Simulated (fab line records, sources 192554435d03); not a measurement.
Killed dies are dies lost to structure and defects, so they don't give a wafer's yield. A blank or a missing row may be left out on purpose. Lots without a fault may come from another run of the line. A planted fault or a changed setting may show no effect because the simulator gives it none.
A struck lot beside a sound one | flow n5_finfet | 34 steps out of a route of 1938
Sound: wafers L364.3, L364.4, L364.6. Struck: wafer L366.1. (L366.2, L366.3 of the same lot were not struck and are left out.) The cause comes at the end.
At each step with rows: each side's tool, then ch and its chambers, then its first start. Under that, the readings that differ: sound wafers | struck wafers | difference of the means | sigmas: that difference in standard deviations of wafers without a fault.
alike: readings whose means differ by less than 2 such deviations, and words and numbers that are the same on both sides. not compared: withheld readings, readings that some wafer has no value for, bounds like >300 that may hide the same value, and numbers for which the record gives no deviation and whose values overlap.
The two part at a step that has a row with sigmas, a row that says differs or no value, or rows on one side only. Numbers that don't overlap but have no deviation are shown without sigmas and don't part them. A reading that every wafer of one side lacks parts them only if that side has two wafers or more.

first, 11 steps without rows for these wafers: N5_BEOL_M14_TRENCH_ETCH_34 (etches SiO2 in C4F8/O2/Ar, target depth 556.65 nm, time 126.9 s); N5_BEOL_M14_STRIP_70 (strips in C4F8/O2/Ar); N5_BEOL_M14_STRIP_37 (strips in O2); N5_BEOL_M14_ETCH_38 (etches SiCN in CF4/N2, target depth 106.5 nm, time 120.6 s); N5_BEOL_M14_PRECLEAN_39 (cleans in residue remover, time 60 s); N5_BEOL_M14_SRD_40 (time 30 s, dry time 30 s); N5_BEOL_M14_DEGAS_41 (time 60 s); N5_BEOL_M14_PRE_CLEAN_42 (time 30 s); N5_BEOL_M14_SPUTTER_43 (material TaN, target thk 15 nm, time 24.19 s); N5_BEOL_M14_SPUTTER_44 (material Ta, target thk 15 nm, time 24.19 s); N5_BEOL_M14_SPUTTER_45 (material Cu, target thk 100 nm, time 16.67 s).
N5_BEOL_M14_ECD_47: material Cu, target thk 1248 nm.
  sound on ecd_cu-01 ch 0,1, day 12 21:41; struck on ecd_cu-01 ch 0,1, day 13 11:38
then, 21 steps without rows for these wafers: N5_BEOL_M14_ANNEAL_48 (time 90 s); N5_BEOL_M14_CMP_49 (polishes, stops on SiO2, t overpolish 5.2 s, target thk 560 nm); N5_BEOL_M14_PRE_CLEAN_52 (time 15 s); N5_BEOL_M14_DEP_53 (deposits SiCN from 3MS/NH3, target thk 50 nm, time 17.8 s); N5_BEOL_M15_ILD_DEP_00 (deposits SiO2 from TEOS/O2, target thk 1629.3 nm, time 346.1 s); N5_BEOL_M15_COAT_58 (time 60 s, resist thk 89 nm); N5_BEOL_M15_COAT_04 (resist thk 800 nm); N5_BEOL_M15_EBR_06; N5_BEOL_M15_SOFTBAKE_05 (time 60 s); N5_BEOL_M15_EXPOSE_07 (exposes mask V14); N5_BEOL_M15_PEB_08 (peb time 90 s); N5_BEOL_M15_DEVELOP_09 (develop time 45 s); N5_BEOL_M15_HARDBAKE_14 (time 120 s); N5_BEOL_M15_DESCUM_15 (chemistry O2, time 7.9 s); N5_BEOL_M15_ETCH_59 (etches BARC in N2/H2, target depth 89 nm, overetch 26.7 nm, time 67.9 s); N5_BEOL_M15_VIA_ETCH_16 (etches SiO2 in C4F8/O2/Ar, target depth 1792.2 nm); N5_BEOL_M15_STRIP_63 (strips in O2); N5_BEOL_M15_STRIP_64 (strips in O2); N5_BEOL_M15_STRIP_65 (strips in post etch residue remover, time 60 s); N5_BEOL_M15_SRD_66 (time 30 s, dry time 30 s); N5_BEOL_M15_COAT_56 (time 60 s, resist thk 550 nm).
N5_PASSIVATION_PROBE_49:
  the record has rows for the struck wafers here (prober-02, day 14 12:49) and none for the sound ones

WHERE THEY PART
Only at N5_PASSIVATION_PROBE_49, within this record.

WHY: what the simulator had put in
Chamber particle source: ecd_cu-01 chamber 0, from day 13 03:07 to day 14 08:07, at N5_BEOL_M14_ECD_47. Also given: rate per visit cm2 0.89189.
